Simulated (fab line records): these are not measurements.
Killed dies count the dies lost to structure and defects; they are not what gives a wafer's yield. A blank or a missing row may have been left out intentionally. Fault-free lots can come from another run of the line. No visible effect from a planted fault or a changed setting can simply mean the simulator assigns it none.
fab line records	flow nand_harc
[record] lots = 6	wafers = 18	last_day = 25
route steps=1159 shown P_STI@107 P_GATE@110
lots untouched by any fault: they come from a run of this same line in which no faults occurred
start_h: hours from the record's opening day to when the first of the lot's shown wafers began	wait_h: time in hours since the lot's previous step	" the same as in the row above	L1.1+2: a single row standing in for several wafers	- no value present, or no start provided	* or withheld: withheld	< > ~ a bound
route shown NAME@n: a module of which the file shows steps, and the number in the route of the first	usual: mean/standard deviation taken from wafers without a fault	same: alike in all rows	chamber/n: place in a boat	sites: each site's reading	_std_site: how widely they spread, as a standard deviation	_edge_site: outer sites' mean less inner sites'	radius_mm: how far each site lies from the wafer's centre	mask NAME#n: copy n	behind: the last tool/chamber to shape the wafer	hold: the reason the lot was held/the length of the hold in hours/how it ended	device: transistor that didn't switch, given as n, p or np	end of line: tests of these same wafers at the route's end	a step without rows: its recipe alone	killed: dies that structure and defects cost at the first sort, which is not the same as the wafer's yield	map: a wafer's dies, marking killed ones x, the rest . and places with no die _
set.NAME: the setting the step ran with; set.NAME@STEP: the setting that earlier step ran with	model.NAME: the simulator's own value behind a step, which no gauge read
a table for each step, a row for each wafer; lots at some steps of the route
services: from which hour (start_h, from the record's first day; less than 0 if before it) a tool's chamber was out of use, for how many hours, and why
[[steps]]
[step NHARC_P_STI_SRD_39]
[step NHARC_P_STI_OXIDE_40]
[recipe] target_thk_a = 100	temp_c = 900	ox_time_s = 1362	material = SiO2
[step NHARC_P_STI_INSPECT_25]
[usual] raw_defect_count = 218/80
lot.wafer	tool	chamber	start_h	wait_h	raw_defect_count
L373.1	defect_inspect-02	-	78.75	0.4	225
L373.4	"	-	"	"	365
L373.6	"	-	"	"	222
L378.2	defect_inspect-02	-	107.63	0.4	156
L378.4	"	-	"	"	144
L378.6	"	-	"	"	187
L387.1	defect_inspect-01	-	161.34	0.4	250
L387.2	"	-	"	"	325
L387.5	"	-	"	"	250
L390.1	defect_inspect-02	-	176.04	0.4	213
L390.4	"	-	"	"	165
L390.5	"	-	"	"	501
L391.4	defect_inspect-01	-	187.57	0.4	242
L391.5	"	-	"	"	161
L391.6	"	-	"	"	206
L394.1	defect_inspect-02	-	200.66	0.4	173
L394.4	"	-	"	"	245
L394.5	"	-	"	"	304
[step NHARC_P_GATE_ETCH_69]
[recipe] target_depth_a = 140	chemistry = dHF	material = SiO2
[step NHARC_P_GATE_PRECLEAN_70]
[recipe] time_s = *	temp_c = 50	bath_age_min = 0	chemistry = SC1
[step NHARC_P_GATE_SRD_01]
[step NHARC_P_GATE_OXIDE_02]
[recipe] target_thk_a = 375	temp_c = 950	p_h2o_torr = 720	ox_time_s = 365	material = SiO2
[step NHARC_P_GATE_DEHYDRATE_03]
[recipe] temp_c = 150	time_s = 120
[step NHARC_P_GATE_HMDS_04]
[recipe] time_s = 30
[step NHARC_P_GATE_COAT_05]
[recipe] spin_rpm = 4690
[step NHARC_P_GATE_SOFTBAKE_06]
[recipe] temp_c = 122	time_s = 95
[step NHARC_P_GATE_EBR_07]
[step NHARC_P_GATE_EXPOSE_08]
[recipe] na = 0.6	dose_mj = 16.75	mask_id = P_HV
[usual] exposure_dose_mJ_cm2 = 16.748/0.015	focus_offset_nm = -0.2/0.58
lot.wafer	tool	chamber	start_h	wait_h	mask	exposure_dose_mJ_cm2	focus_offset_nm
L373.1	krf_scanner-03	0	89.42	-	P_HV#0	16.748	0.7
L373.4	"	0	"	"	P_HV#0	16.739	0.4
L373.6	"	0	"	"	P_HV#0	16.736	-0.4
L378.2	krf_scanner-02	0	115.61	-	P_HV#0	16.749	0.2
L378.4	"	0	"	"	P_HV#0	16.777	1.0
L378.6	"	0	"	"	P_HV#0	16.746	-0.4
L387.1	krf_scanner-02	-	169.21	-	P_HV#0	-	-
L387.2	"	-	"	"	P_HV#0	-	-
L387.5	"	-	"	"	P_HV#0	-	-
L390.1	krf_scanner-02	-	183.82	-	P_HV#0	-	-
L390.4	"	-	"	"	P_HV#0	-	-
L390.5	"	-	"	"	P_HV#0	-	-
L391.4	krf_scanner-02	0	195.59	-	P_HV#0	16.740	0.4
L391.5	"	0	"	"	P_HV#0	16.752	-0.3
L391.6	"	0	"	"	P_HV#0	16.751	-0.3
L394.1	krf_scanner-03	0	208.86	-	P_HV#0	16.751	-0.6
L394.4	"	0	"	"	P_HV#0	16.757	-0.5
L394.5	"	0	"	"	P_HV#0	16.730	-0.3
[step NHARC_P_GATE_PEB_09]
[recipe] peb_temp_c = 118	peb_time_s = 85
[step NHARC_P_GATE_DEVELOP_10]
[recipe] time_s = 70
[step NHARC_P_GATE_CD_MEAS_11]
[recipe] target_cd_nm = 1640	landing_energy_ev = 500
[usual] cd_nm = 1639.9/1.6
lot.wafer	tool	chamber	start_h	wait_h	cd_nm
L373.1	cd_sem-01	0	89.57	-	1640.4
L373.4	"	0	"	"	1640.7
L373.6	"	0	"	"	1640.3
L378.2	cd_sem-01	0	115.76	-	1638.8
L378.4	"	0	"	"	1640.2
L378.6	"	0	"	"	1640.3
L387.1	cd_sem-03	0	169.37	-	-
L387.2	"	0	"	"	-
L387.5	"	0	"	"	-
L390.1	cd_sem-03	0	183.97	-	-
L390.4	"	0	"	"	-
L390.5	"	0	"	"	-
L391.4	cd_sem-01	0	195.74	-	1641.0
L391.5	"	0	"	"	1640.2
L391.6	"	0	"	"	1637.7
L394.1	cd_sem-02	0	209.02	-	1639.0
L394.4	"	0	"	"	1641.2
L394.5	"	0	"	"	1639.2
[step NHARC_P_GATE_HARDBAKE_12]
[recipe] temp_c = 125	time_s = 80
[step NHARC_P_GATE_DESCUM_13]
[recipe] time_s = 3	o2_flow_sccm = 200	ar_flow_sccm = 0	bias_power_w = 0	chemistry = O2
[usual] chamber_pressure_mTorr = 60.00/0.058	drypump_motor_current_A = 5.92/0.23	oes_product_au = 1.002/0.008	rf_vpp_V = 57.8/0.98	showerhead_plenum_p_Torr = 1.91/0.091	throttle_valve_pct = 11.310/0.0086
lot.wafer	tool	chamber	start_h	wait_h	chamber_pressure_mTorr	drypump_motor_current_A	oes_product_au	rf_hours_counter_h	rf_vpp_V	showerhead_plenum_p_Torr	throttle_valve_pct
L373.1	rie_diel-12	0	89.79	-	60.03	6.12	1.001	17	57.4	1.94	11.320
L373.6	"	2	"	"	59.96	5.56	0.982	-	57.6	1.92	11.309
L373.4	"	0	"	"	59.94	6.12	0.989	-	57.8	1.94	11.329
L378.2	rie_diel-01	3	115.94	-	60.06	5.55	0.998	61	56.7	1.77	11.325
L378.4	"	1	"	"	60.01	6.11	1.009	-	57.8	2.01	11.328
L378.6	"	3	"	"	59.99	5.58	1.000	-	58.6	1.77	11.306
L387.1	rie_diel-01	1	169.54	-	59.88	6.09	0.996	11	59.3	2.01	11.316
L387.2	"	3	"	"	60.00	5.56	1.015	8	60.3	2.07	11.320
L387.5	"	1	"	"	60.00	6.06	1.006	-	58.6	2.01	11.308
L390.1	rie_diel-12	0	184.17	-	60.11	6.12	1.007	52	57.7	1.93	11.313
L390.4	"	3	"	"	60.04	6.18	1.005	46	58.2	2.01	11.310
L390.5	"	1	"	"	60.03	5.79	1.003	-	59.0	1.81	11.316
L391.4	rie_diel-01	1	195.93	-	59.97	6.08	0.992	21	58.9	2.01	11.314
L391.6	"	2	"	"	59.97	5.70	1.001	-	56.6	1.81	11.315
L391.5	"	3	"	"	59.98	5.58	1.007	-	58.0	2.07	11.296
L394.1	rie_diel-02	3	209.18	-	60.04	5.98	0.983	8	58.5	1.85	11.302
L394.4	"	2	"	"	60.13	6.05	0.997	8	59.9	1.86	11.306
L394.5	"	3	"	"	59.87	5.98	0.989	-	55.9	1.85	11.312
[step NHARC_P_GATE_ETCH_14]
[recipe] target_depth_a = 488	chemistry = dHF	material = SiO2
[step NHARC_P_GATE_STRIP_15]
[recipe] time_s = 780	temp_c = 130	chemistry = SPM
[step NHARC_P_GATE_PRECLEAN_71]
[recipe] time_s = *	temp_c = 50	bath_age_min = 0	chemistry = SC1
[step NHARC_P_GATE_SRD_72]
[step NHARC_P_GATE_OXIDE_16]
[recipe] target_thk_a = 30	temp_c = 875	ox_time_s = 392	material = SiO2
[step NHARC_P_GATE_CVD_17]
[recipe] target_thk_a = 1500	temp_c = 620	time_s = 900	material = poly-Si
[step NHARC_P_GATE_HM_DEP_102]
[recipe] target_thk_a = 1200	temp_c = 400	material = aC
[step NHARC_P_GATE_DEP_103]
[recipe] target_thk_a = 300	target_thk_nm = 30	temp_c = 400	flow_sccm = 200	rf_w = 350	material = SiON
[usual] heater_power_w = 721/75
lot.wafer	tool	chamber	start_h	wait_h	heater_power_w
L373.1	pecvd-01	1	103.28	0.6	740
L373.6	"	2	"	"	662
L373.4	"	0	"	"	701
L378.2	pecvd-02	1	130.25	0.5	825
L378.6	"	0	"	"	713
L378.4	"	1	"	"	793
L387.2	pecvd-02	0	187.99	0.5	667
L387.1	"	2	"	"	822
L387.5	"	2	"	"	820
L390.1	pecvd-02	0	198.54	0.6	661
L390.5	"	1	"	"	723
L390.4	"	2	"	"	710
L391.5	pecvd-02	1	208.92	0.2	714
L391.4	"	2	"	"	788
L391.6	"	0	"	"	696
L394.1	pecvd-02	2	222.02	0.6	817
L394.5	"	0	"	"	703
L394.4	"	1	"	"	749
[step NHARC_P_GATE_DEHYDRATE_18]
[recipe] temp_c = 150	time_s = 120
[step NHARC_P_GATE_HMDS_19]
[recipe] time_s = 30
[step NHARC_P_GATE_COAT_20]
[recipe] spin_rpm = 1500	resist_thk_nm = 90
[step NHARC_P_GATE_SOFTBAKE_21]
[recipe] temp_c = 105	time_s = 55
[step NHARC_P_GATE_EBR_22]
[step NHARC_P_GATE_EXPOSE_23]
[recipe] na = 1.35	target_cd_nm = 120	dose_mj = 93.91	mask_id = P_GATE
[step NHARC_P_GATE_PEB_24]
[recipe] peb_temp_c = 100	peb_time_s = 65
[step NHARC_P_GATE_DEVELOP_25]
[recipe] develop_time_s = 35	dev_temp_c = 23
[step NHARC_P_GATE_CD_MEAS_26]
[recipe] target_cd_nm = 120	landing_energy_ev = 500
[usual] cd_nm = 120.1/0.57
lot.wafer	tool	chamber	start_h	wait_h	cd_nm
L373.1	cd_sem-03	0	103.78	-	120.2
L373.4	"	0	"	"	120.0
L373.6	"	0	"	"	120.4
L378.2	cd_sem-03	0	130.87	-	120.6
L378.4	"	0	"	"	120.9
L378.6	"	0	"	"	120.5
L387.1	cd_sem-01	0	188.55	-	119.7
L387.2	"	0	"	"	120.6
L387.5	"	0	"	"	120.1
L390.1	cd_sem-03	0	199.16	-	120.9
L390.4	"	0	"	"	119.9
L390.5	"	0	"	"	120.1
L391.4	cd_sem-01	0	209.52	-	120.3
L391.5	"	0	"	"	119.9
L391.6	"	0	"	"	120.8
L394.1	cd_sem-01	0	222.58	-	120.0
L394.4	"	0	"	"	119.2
L394.5	"	0	"	"	120.0
[step NHARC_P_GATE_OVL_MEAS_27]
[usual] overlay_x_nm = -0.1/0.75	overlay_y_nm = 0.1/0.83
lot.wafer	tool	chamber	start_h	wait_h	overlay_x_nm	overlay_y_nm
L373.1	overlay-02	-	103.87	-	-1.1	-0.8
L373.4	"	-	"	"	-1.1	-0.8
L373.6	"	-	"	"	-0.7	-0.7
L378.2	overlay-01	-	130.96	-	-0.7	1.3
L378.4	"	-	"	"	-0.5	0.5
L378.6	"	-	"	"	-0.1	1.6
L387.1	overlay-01	-	188.64	-	0.3	1.8
L387.2	"	-	"	"	0.3	2.1
L387.5	"	-	"	"	0.7	1.9
L390.1	overlay-02	-	199.25	-	1.0	-0.3
L390.4	"	-	"	"	1.1	-0.3
L390.5	"	-	"	"	0.4	-0.1
L391.4	overlay-02	-	209.61	-	-0.4	0.7
L391.5	"	-	"	"	-0.5	1.5
L391.6	"	-	"	"	-0.4	0.5
L394.1	overlay-01	-	222.66	-	-0.8	0.6
L394.4	"	-	"	"	-1.1	-0.3
L394.5	"	-	"	"	-1.2	0.3
[step NHARC_P_GATE_INSPECT_28]
[usual] raw_defect_count = 7/3.3
lot.wafer	tool	chamber	start_h	wait_h	raw_defect_count
L373.1	defect_inspect-01	-	103.90	0.0	7
L373.4	"	-	"	"	5
L373.6	"	-	"	"	7
L378.2	defect_inspect-02	-	131.00	0.0	9
L378.4	"	-	"	"	4
L378.6	"	-	"	"	8
L387.1	defect_inspect-02	-	188.67	0.0	1085
L387.2	"	-	"	"	1136
L387.5	"	-	"	"	1027
L390.1	defect_inspect-01	-	199.28	0.0	1166
L390.4	"	-	"	"	1127
L390.5	"	-	"	"	1064
L391.4	defect_inspect-02	-	209.64	0.0	6
L391.5	"	-	"	"	5
L391.6	"	-	"	"	6
L394.1	defect_inspect-02	-	222.70	0.0	5
L394.4	"	-	"	"	4
L394.5	"	-	"	"	8
[step NHARC_P_GATE_DESCUM_31]
[recipe] time_s = 3	o2_flow_sccm = 200	ar_flow_sccm = 0	bias_power_w = 0	chemistry = O2
[usual] chamber_pressure_mTorr = 60.00/0.055	drypump_motor_current_A = 5.98/0.21	oes_product_au = 0.999/0.0071	rf_vpp_V = 57.8/1	showerhead_plenum_p_Torr = 1.91/0.084	throttle_valve_pct = 11.312/0.009
lot.wafer	tool	chamber	start_h	wait_h	chamber_pressure_mTorr	drypump_motor_current_A	oes_product_au	rf_hours_counter_h	rf_vpp_V	showerhead_plenum_p_Torr	throttle_valve_pct
L373.1	rie_diel-12	0	104.06	0.2	60.05	6.11	0.995	24	57.5	1.94	11.297
L373.4	"	1	"	"	60.08	5.77	1.006	29	57.4	1.82	11.320
L373.6	"	1	"	"	59.94	5.79	1.010	-	56.1	1.82	11.313
L378.4	rie_diel-01	2	131.08	0.1	59.97	5.74	1.001	61	57.3	1.82	11.321
L378.2	"	3	"	"	59.97	5.58	1.004	65	57.6	1.77	11.333
L378.6	"	1	"	"	60.06	6.10	1.001	-	56.6	2.01	11.296
L387.2	rie_diel-12	2	188.73	0.1	60.02	5.59	0.992	56	57.8	1.90	11.317
L387.1	"	0	"	"	59.95	6.11	0.994	53	56.1	1.93	11.313
L387.5	"	3	"	"	60.05	6.20	1.006	-	58.7	2.01	11.298
L390.1	rie_diel-02	3	199.35	0.1	60.01	5.96	0.990	7	59.0	1.85	11.298
L390.4	"	2	"	"	60.08	6.07	0.995	6	56.9	1.86	11.314
L390.5	"	3	"	"	60.11	5.97	0.982	-	57.8	1.85	11.307
L391.4	rie_diel-02	1	209.71	0.1	59.96	6.22	1.005	7	57.5	2.03	11.322
L391.5	"	0	"	"	60.11	6.04	1.006	-	57.8	1.89	11.312
L391.6	"	1	"	"	59.99	6.22	1.003	-	57.5	2.03	11.300
L394.1	rie_diel-12	0	222.76	0.1	59.90	6.11	0.999	3	55.3	1.93	11.324
L394.4	"	2	"	"	60.02	5.59	0.998	2	58.5	1.90	11.315
L394.5	"	1	"	"	60.03	5.79	1.002	-	55.7	1.81	11.314
[step NHARC_P_GATE_ETCH_104]
[recipe] target_depth_a = 600	time_s = withheld	cf4_flow_sccm = 100	chf3_flow_sccm = 30	ar_flow_sccm = 0	rf_w = 500	bias_w = 200	chemistry = CF4/CHF3
[step NHARC_P_GATE_HM_OPEN_105]
[recipe] target_depth_a = 3600	o2_flow_sccm = 400	cos_flow_sccm = 20	ar_flow_sccm = 0	rf_w = 500	bias_w = 300	chemistry = O2/COS
[usual] chamber_pressure_mTorr = 20.000/0.018	drypump_motor_current_A = 6.00/0.21	oes_product_au = 1.001/0.0072	rf_vpp_V = 467.1/2.7	showerhead_plenum_p_Torr = 3.12/0.13	throttle_valve_pct = 28.330/0.0098
lot.wafer	tool	chamber	start_h	wait_h	chamber_pressure_mTorr	drypump_motor_current_A	oes_product_au	rf_hours_counter_h	rf_vpp_V	showerhead_plenum_p_Torr	throttle_valve_pct
L373.4	rie_diel-12	0	-	-	19.951	6.13	1.008	24	467.9	3.16	28.324
L373.1	"	1	"	"	20.029	5.81	1.007	29	464.6	2.97	28.344
L373.6	"	3	"	"	20.004	6.21	1.005	-	469.9	3.29	28.343
L378.4	rie_diel-01	2	-	-	20.001	5.69	1.011	61	464.8	2.97	28.330
L378.2	"	0	"	"	19.998	5.73	1.005	67	464.5	2.96	28.325
L378.6	"	1	"	"	19.986	6.10	1.000	-	468.7	3.28	28.334
L387.2	rie_diel-12	3	-	-	19.999	6.20	1.009	47	470.5	3.28	28.327
L387.1	"	0	"	"	19.996	6.12	1.009	53	467.0	3.15	28.325
L387.5	"	3	"	"	20.000	6.19	0.997	-	471.0	3.28	28.326
L390.4	rie_diel-02	1	-	-	20.010	6.23	1.004	6	470.8	3.30	28.345
L390.1	"	0	"	"	19.989	6.04	1.001	6	466.7	3.09	28.332
L390.5	"	1	"	"	19.964	6.24	1.003	-	469.2	3.30	28.328
L391.4	rie_diel-02	1	-	-	20.017	6.25	1.003	7	469.8	3.30	28.317
L391.6	"	3	"	"	20.022	6.03	0.990	-	465.4	3.03	28.329
L391.5	"	0	"	"	19.985	6.02	1.000	-	466.7	3.09	28.329
L394.1	rie_diel-12	3	-	-	20.015	6.19	0.997	2	471.2	3.27	28.332
L394.4	"	2	"	"	20.008	5.59	1.005	2	466.4	3.11	28.332
L394.5	"	0	"	"	19.981	6.12	0.999	-	467.7	3.15	28.340
[step NHARC_P_GATE_STRIP_106]
[recipe] o2_flow_sccm = 400	cos_flow_sccm = 20	ar_flow_sccm = 0	bias_w = 0	chemistry = O2/COS
[step NHARC_P_GATE_ETCH_114]
[recipe] target_depth_a = 300	overetch_a = 30	time_s = 16.5	ion_energy_ev = 100	cf4_flow_sccm = 80	o2_flow_sccm = 20	ar_flow_sccm = 0	rf_w = 300	bias_w = 100	chemistry = CF4/O2
[usual] chamber_pressure_mTorr = 30.000/0.026	drypump_motor_current_A = 5.96/0.22	oes_f_703_au = 1.000/0.005	oes_product_au = 0.999/0.0072	rf_vpp_V = 197.7/1.4	showerhead_plenum_p_Torr = 1.33/0.057	throttle_valve_pct = 13.398/0.0089
lot.wafer	tool	chamber	start_h	wait_h	chamber_pressure_mTorr	drypump_motor_current_A	oes_f_703_au	oes_product_au	rf_hours_counter_h	rf_vpp_V	showerhead_plenum_p_Torr	throttle_valve_pct
L373.1	rie_diel-12	1	-	-	29.981	5.77	0.997	1.008	29	197.0	1.27	13.407
L373.4	"	3	"	"	29.995	6.22	1.003	0.999	19	199.1	1.41	13.399
L373.6	"	1	"	"	29.976	5.78	0.995	1.002	-	196.8	1.27	13.402
L378.2	rie_diel-01	0	-	-	29.967	5.72	1.003	0.995	67	197.2	1.26	13.397
L378.4	"	1	"	"	30.014	6.11	1.003	0.997	66	199.0	1.40	13.380
L378.6	"	3	"	"	30.020	5.58	1.000	0.993	-	195.6	1.24	13.390
L387.1	rie_diel-12	2	-	-	29.976	5.57	1.004	0.994	56	198.8	1.33	13.412
L387.2	"	0	"	"	30.026	6.11	1.012	1.008	54	196.8	1.35	13.390
L387.5	"	2	"	"	29.963	5.56	0.997	1.003	-	197.6	1.33	13.384
L390.4	rie_diel-02	0	-	-	30.044	6.02	0.998	1.004	6	197.5	1.32	13.403
L390.1	"	1	"	"	29.974	6.22	0.995	1.008	6	199.9	1.41	13.380
L390.5	"	2	"	"	30.053	6.07	1.000	1.003	-	197.1	1.30	13.410
L391.4	rie_diel-02	1	-	-	29.997	6.23	0.997	1.005	7	201.2	1.41	13.397
L391.6	"	1	"	"	30.011	6.25	0.997	0.999	-	199.9	1.41	13.413
L391.5	"	2	"	"	29.969	6.08	0.996	1.000	-	196.4	1.30	13.392
L394.4	rie_diel-12	3	-	-	30.012	6.21	1.007	0.994	2	200.9	1.40	13.379
L394.1	"	0	"	"	30.025	6.09	1.010	0.996	3	198.2	1.34	13.407
L394.5	"	2	"	"	30.016	5.55	0.995	0.993	-	196.9	1.33	13.409
[step NHARC_P_GATE_INSPECT_68]
[usual] raw_defect_count = 206/81
lot.wafer	tool	chamber	start_h	wait_h	raw_defect_count
L373.1	defect_inspect-02	-	123.46	0.2	135
L373.4	"	-	"	"	220
L373.6	"	-	"	"	185
L378.2	defect_inspect-02	-	149.67	0.2	100
L378.4	"	-	"	"	146
L378.6	"	-	"	"	213
L387.1	defect_inspect-02	-	207.02	0.2	1361
L387.2	"	-	"	"	1489
L387.5	"	-	"	"	1258
L390.1	defect_inspect-01	-	217.62	0.2	1332
L390.4	"	-	"	"	1205
L390.5	"	-	"	"	1480
L391.4	defect_inspect-02	-	228.22	0.1	191
L391.5	"	-	"	"	126
L391.6	"	-	"	"	165
L394.1	defect_inspect-01	-	241.58	0.2	191
L394.4	"	-	"	"	177
L394.5	"	-	"	"	252
[[services]]
tool	chamber	start_h	hours	kind
rie_diel-12	3	77.39	19.3	repair
rie_diel-12	0	83.45	-	clean
rie_diel-12	1	83.45	-	clean
rie_diel-12	2	83.45	-	clean
rie_diel-02	0	87.14	44.0	repair
pecvd-02	-	104.57	0.7	repair
rie_diel-12	0	107.96	-	clean
rie_diel-12	1	107.96	-	clean
rie_diel-01	2	113.03	9.2	repair
rie_diel-02	1	118.07	3.5	repair
krf_scanner-02	-	127.78	0.4	repair
krf_scanner-03	-	131.76	2.0	repair
krf_scanner-02	-	132.20	0.5	repair
rie_diel-01	-	137.80	9.0	pm
pecvd-01	-	146.41	1.2	repair
rie_diel-02	-	150.70	9.0	pm
pecvd-02	-	153.27	13.0	pm
krf_scanner-03	-	168.00	4.0	pm
pecvd-02	-	170.28	0.6	repair
krf_scanner-03	-	182.77	2.1	repair
pecvd-01	2	200.23	6.0	repair
rie_diel-12	-	202.40	9.0	pm
krf_scanner-02	-	210.00	4.0	pm
krf_scanner-02	-	216.41	0.1	repair
[[key]]
[first_sign] step = NHARC_P_GATE_EXPOSE_08	reading = tool_record	direction = missing
[effect] step = NHARC_P_GATE_CD_MEAS_11	reading = cd_nm	direction = missing
[effect] step = NHARC_P_GATE_INSPECT_28	reading = raw_defect_count	direction = up	sigmas = 99+	usual = 7	struck = 1101
[effect] step = NHARC_P_GATE_INSPECT_68	reading = raw_defect_count	direction = up	sigmas = 14	usual = 206	struck = 1354
met_at NHARC_P_GATE_EXPOSE_08
struck_wafers L387.1,L387.2,L387.5,L390.1,L390.4,L390.5
later_rows_left_out L387.1,L387.2,L387.5,L390.1,L390.4,L390.5
sort_left_out L387.1,L387.2,L387.5,L390.1,L390.4,L390.5
tester_left_out L387,L390
onset_between 115.61 169.21
[fault] kind = skipped_step_whole	tool = krf_scanner-02	chamber = -	onset_h = 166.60	steps = NHARC_P_GATE_EXPOSE_08	scope = struck_lots_only
// tester_left_out: of these lots the tester's yield and bins aren't shown, on N5 and GAA mostly nor the transistor test; their killed dies are dies lost to structure and defects alone, not to doping, threshold or leakage, so they don't give the yield
// sort_left_out: the simulated sort isn't trusted on such a fault, so these wafers' sort isn't shown, and their yield isn't known
// later_rows_left_out: the simulator's readings of these wafers behind a module that went badly wrong aren't trusted and aren't shown, but for the sort
